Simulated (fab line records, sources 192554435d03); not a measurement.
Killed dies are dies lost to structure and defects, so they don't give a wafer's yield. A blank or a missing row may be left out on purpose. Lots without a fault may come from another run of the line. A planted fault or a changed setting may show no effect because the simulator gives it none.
Which tool did it? | flow n5_finfet | 11 lots, 33 wafers sampled, at 4 steps of a route of 1938

WHAT THE GAUGES READ, wafer by wafer
The record holds no reading of a measuring or inspecting step that can be judged against a usual standard deviation.

WHICH TOOL RAN EACH LOT (tool, then ch and the chambers of the sampled wafers, then the start)
lot  | N5_BEOL_M6_STRIP_80                | N5_PASSIVATION_STRIP_34            | N5_PASSIVATION_PASS_ETCH_47        | N5_PASSIVATION_PROBE_49
L919 | rie_diel-03 ch 0,1,2, day 9 03:46  | rie_diel-04 ch 1,2,3, day 12 19:42 | rie_diel-03 ch 0,1,3, day 12 20:59 | -
L922 | rie_diel-04 ch 0,2,3, day 9 03:56  | rie_diel-02 ch 0,1,3, day 12 20:43 | rie_diel-02 ch 1,2, day 12 22:22   | -
L923 | rie_diel-03 ch 0,1,2, day 10 05:11 | rie_diel-03 ch 0,1,3, day 13 19:14 | rie_diel-04 ch 0,2,3, day 13 20:24 | -
L924 | rie_diel-02 ch 0,3, day 10 05:20   | rie_diel-03 ch 1,2,3, day 13 19:43 | rie_diel-04 ch 0,2,3, day 13 21:29 | -
L926 | rie_diel-02 ch 0,2,3, day 10 14:38 | rie_diel-03 ch 0,1,3, day 13 23:04 | rie_diel-02 ch 0,1, day 14 00:14   | prober-01, day 14 03:17
L927 | rie_diel-04 ch 0,1,2, day 11 00:56 | rie_diel-02 ch 0,1,2, day 14 06:04 | rie_diel-04 ch 1,2,3, day 14 07:14 | -
L928 | rie_diel-04 ch 0,1, day 11 05:16   | rie_diel-04 ch 1,2,3, day 14 15:09 | rie_diel-02 ch 1,2, day 14 16:23   | prober-01, day 14 19:48
L929 | rie_diel-04 ch 1,2,3, day 11 14:34 | rie_diel-03 ch 0,1,2, day 15 07:16 | rie_diel-04 ch 0,1,2, day 15 08:26 | prober-01, day 15 11:35
L935 | rie_diel-04 ch 1,2,3, day 12 19:39 | rie_diel-02 ch 1,3, day 16 05:38   | rie_diel-02 ch 0,2, day 16 06:47   | prober-02, day 16 09:54
L934 | rie_diel-04 ch 0,1,2, day 13 09:49 | rie_diel-02 ch 0,1,3, day 16 19:37 | rie_diel-02 ch 0,1,3, day 16 21:22 | prober-02, day 17 00:23
L942 | rie_diel-02 ch 0,3, day 14 23:08   | rie_diel-04 ch 0,2,3, day 18 06:07 | rie_diel-04 ch 1,2, day 18 07:17   | -
- N5_BEOL_M6_STRIP_80: strips in N2/H2, time 10 s.
- N5_PASSIVATION_STRIP_34: strips in O2.
- N5_PASSIVATION_PASS_ETCH_47: etches SiNx in CF4/O2, target depth 770 nm, time 385 s.
- N5_PASSIVATION_PROBE_49

WHAT THE TOOLS THEMSELVES READ (means of the sampled wafers that have a number; where no wafer has one, the mark that the record gives instead)
N5_BEOL_M6_STRIP_80. Usual: drypump_motor_current_A 5.8 A, standard deviation 0.43; oes_product_au 0.84 a.u., standard deviation 0.084; rf_vpp_V 59.2 V, standard deviation 0.91; showerhead_plenum_p_Torr 2.55 Torr, standard deviation 0.077; throttle_valve_pct 23.53 %, standard deviation 0.23.
lot  | tool        | drypump_motor_current_A (A) | oes_product_au (a.u.) | rf_vpp_V (V) | showerhead_plenum_p_Torr (Torr) | throttle_valve_pct (%) | flag
L919 | rie_diel-03 | 5.6                         | 0.92                  | 59.0         | 2.52                            | 23.61                  |
L922 | rie_diel-04 | 5.8                         | 0.81                  | 60.1         | 2.55                            | 23.47                  |
L923 | rie_diel-03 | 5.6                         | 0.90                  | 58.9         | 2.52                            | 23.61                  |
L924 | rie_diel-02 | 6.2                         | 0.76                  | 59.0         | 2.61                            | 23.45                  |
L926 | rie_diel-02 | 6.0                         | 0.77                  | 59.2         | 2.54                            | 23.62                  |
L927 | rie_diel-04 | 5.9                         | 0.88                  | 58.5         | 2.60                            | 23.41                  |
L928 | rie_diel-04 | 5.6                         | 0.82                  | 59.0         | 2.65                            | 23.35                  |
L929 | rie_diel-04 | 5.9                         | 0.84                  | 59.3         | 2.52                            | 23.55                  |
L935 | rie_diel-04 | 5.9                         | 0.82                  | 58.9         | 2.52                            | 23.56                  |
L934 | rie_diel-04 | 5.9                         | 0.83                  | 59.9         | 2.59                            | 23.44                  |
L942 | rie_diel-02 | 6.2                         | 0.94                  | 58.9         | 2.59                            | 23.43                  |

N5_PASSIVATION_STRIP_34. Usual: drypump_motor_current_A 5.8 A, standard deviation 0.43; oes_product_au 0.82 a.u., standard deviation 0.068; rf_vpp_V 3.5 V, standard deviation 1.4; showerhead_plenum_p_Torr 2.10 Torr, standard deviation 0.075; throttle_valve_pct 16.55 %, standard deviation 0.14.
lot  | tool        | drypump_motor_current_A (A) | oes_product_au (a.u.) | rf_vpp_V (V) | showerhead_plenum_p_Torr (Torr) | throttle_valve_pct (%) | flag
L919 | rie_diel-04 | 5.8                         | 0.82                  | 4.3          | 2.08                            | 16.54                  |
L922 | rie_diel-02 | 5.9                         | 0.80                  | 4.7          | 2.16                            | 16.47                  |
L923 | rie_diel-03 | 6.0                         | 0.84                  | 3.3          | 2.09                            | 16.62                  |
L924 | rie_diel-03 | 5.7                         | 0.84                  | 4.8          | 2.09                            | 16.62                  |
L926 | rie_diel-03 | 6.0                         | 0.85                  | 2.8          | 2.09                            | 16.57                  |
L927 | rie_diel-02 | 5.8                         | 0.81                  | 4.4          | 2.10                            | 16.58                  |
L928 | rie_diel-04 | 5.9                         | 0.79                  | 5.1          | 2.08                            | 16.57                  |
L929 | rie_diel-03 | 5.6                         | 0.84                  | 2.6          | 2.07                            | 16.55                  |
L935 | rie_diel-02 | 5.8                         | 0.89                  | 3.3          | 2.19                            | 16.34                  |
L934 | rie_diel-02 | 5.9                         | 0.86                  | 5.1          | 2.15                            | 16.41                  |
L942 | rie_diel-04 | 5.8                         | 0.79                  | 1.5          | 2.08                            | 16.51                  |

N5_PASSIVATION_PASS_ETCH_47. Usual: cf4_flow_sccm 100.02 sccm, standard deviation 0.28; drypump_motor_current_A 5.8 A, standard deviation 0.36; oes_ar_750_au 0.82 a.u., standard deviation 0.074; oes_product_au 0.82 a.u., standard deviation 0.076; rf_vpp_V 241 V, standard deviation 6.1; showerhead_plenum_p_Torr 2.21 Torr, standard deviation 0.08; throttle_valve_pct 15.75 %, standard deviation 0.16.
lot  | tool        | cf4_flow_sccm (sccm) | drypump_motor_current_A (A) | oes_ar_750_au (a.u.) | oes_product_au (a.u.) | rf_vpp_V (V) | showerhead_plenum_p_Torr (Torr) | throttle_valve_pct (%) | flag
L919 | rie_diel-03 | 99.89                | 6.1                         | 0.84                 | 0.84                  | 248          | 2.21                            | 15.77                  |
L922 | rie_diel-02 | 99.88                | 5.8                         | 0.80                 | 0.78                  | 233          | 2.18                            | 15.84                  |
L923 | rie_diel-04 | 100.01               | 5.8                         | 0.85                 | 0.84                  | 238          | 2.21                            | 15.69                  |
L924 | rie_diel-04 | 100.03               | 5.8                         | 0.85                 | 0.84                  | 238          | 2.21                            | 15.68                  |
L926 | rie_diel-02 | 99.75                | 5.7                         | 0.88                 | 0.88                  | 243          | 2.29                            | 15.64                  |
L927 | rie_diel-04 | 99.97                | 5.8                         | 0.81                 | 0.81                  | 237          | 2.19                            | 15.77                  |
L928 | rie_diel-02 | 100.35               | 5.7                         | 0.84                 | 0.82                  | 236          | 2.25                            | 15.73                  |
L929 | rie_diel-04 | 100.11               | 5.9                         | 0.81                 | 0.80                  | 242          | 2.25                            | 15.76                  |
L935 | rie_diel-02 | 99.99                | 5.9                         | 0.74                 | 0.73                  | 237          | 2.13                            | 15.96                  |
L934 | rie_diel-02 | 100.16               | 5.9                         | 0.85                 | 0.85                  | 245          | 2.26                            | 15.60                  |
L942 | rie_diel-04 | 100.04               | 6.1                         | 0.90                 | 0.89                  | 241          | 2.19                            | 15.64                  |

N5_PASSIVATION_PROBE_49. Usual: defect_limited_yield 91.4 %, standard deviation 1.5; killed_at_M0_to_M3 32, standard deviation 9.8; killed_at_M4_up 15, standard deviation 5.6; killed_at_contacts 12, standard deviation 5.4; killed_at_front_end 40, standard deviation 13; killed_at_other 3.0, standard deviation 2.1; killed_dies 102, standard deviation 17; killed_open 67, standard deviation 13; killed_short 32, standard deviation 7.1; sort_bin_5_function 5.1 %, standard deviation 0.96; sort_bin_6_memory 3.2 %, standard deviation 0.7; sort_n_pass 1078, standard deviation 18; sort_yield_pct 91.3 %, standard deviation 1.5.
lot  | tool      | defect_limited_yield (%) | killed_at_M0_to_M3 | killed_at_M4_up | killed_at_contacts | killed_at_front_end | killed_at_other | killed_dies | killed_open | killed_short | sort_bin_5_function (%) | sort_bin_6_memory (%) | sort_n_pass | sort_yield_pct (%) | flag
L926 | prober-01 | 92.6                     | 24                 | 21              | 8                  | 31                  | 2.7             | 87          | 54          | 26           | 4.5                     | 2.3                   | 1093        | 92.6               |
L928 | prober-01 | 90.6                     | 23                 | 21              | 10                 | 51                  | 5.3             | 111         | 76          | 32           | 5.0                     | 3.9                   | 1069        | 90.6               |
L929 | prober-01 | 90.2                     | 50                 | 16              | 11                 | 35                  | 4.0             | 116         | 76          | 36           | 5.8                     | 3.8                   | 1064        | 90.2               |
L935 | prober-02 | 82.0                     | 31                 | 113             | 13                 | 52                  | 2.7             | 213         | 75          | 35           | 11.3                    | 4.5                   | 967         | 82.0               | OFF
L934 | prober-02 | 81.4                     | 38                 | 128             | 13                 | 38                  | 2.3             | 220         | 72          | 30           | 12.2                    | 4.1                   | 960         | 81.4               | OFF

THE ANSWER, worked out from the rows above alone
Rule: a lot is off if the mean of its wafers that have a number lies more than 3 standard deviations from the usual mean. A lot without any number at a reading at which 4 lots or more have one is off too. The other lots that the step has rows for count as sound. The gauges are gone through in route order, then the tools' own readings, and for those a lot's mean is taken as printed above. The first step at which some lot is off is used, and at that step the reading that is off furthest; a lot without a number counts as furthest.
Off: L935, L934, at N5_PASSIVATION_PROBE_49 (killed_at_M4_up). Neither off nor sound, because the step has no rows for them: L919, L922, L923, L924, L927, L942.
A tool fits if, at that step or a process step before it, it ran every lot that is off, and no sound lot after the first of them. Can't be told from this: 3 tools fit, rie_diel-04 at N5_BEOL_M6_STRIP_80, rie_diel-02 at N5_PASSIVATION_STRIP_34 and N5_PASSIVATION_PASS_ETCH_47, prober-02 at N5_PASSIVATION_PROBE_49.

WHAT THE SIMULATOR HAD PUT IN
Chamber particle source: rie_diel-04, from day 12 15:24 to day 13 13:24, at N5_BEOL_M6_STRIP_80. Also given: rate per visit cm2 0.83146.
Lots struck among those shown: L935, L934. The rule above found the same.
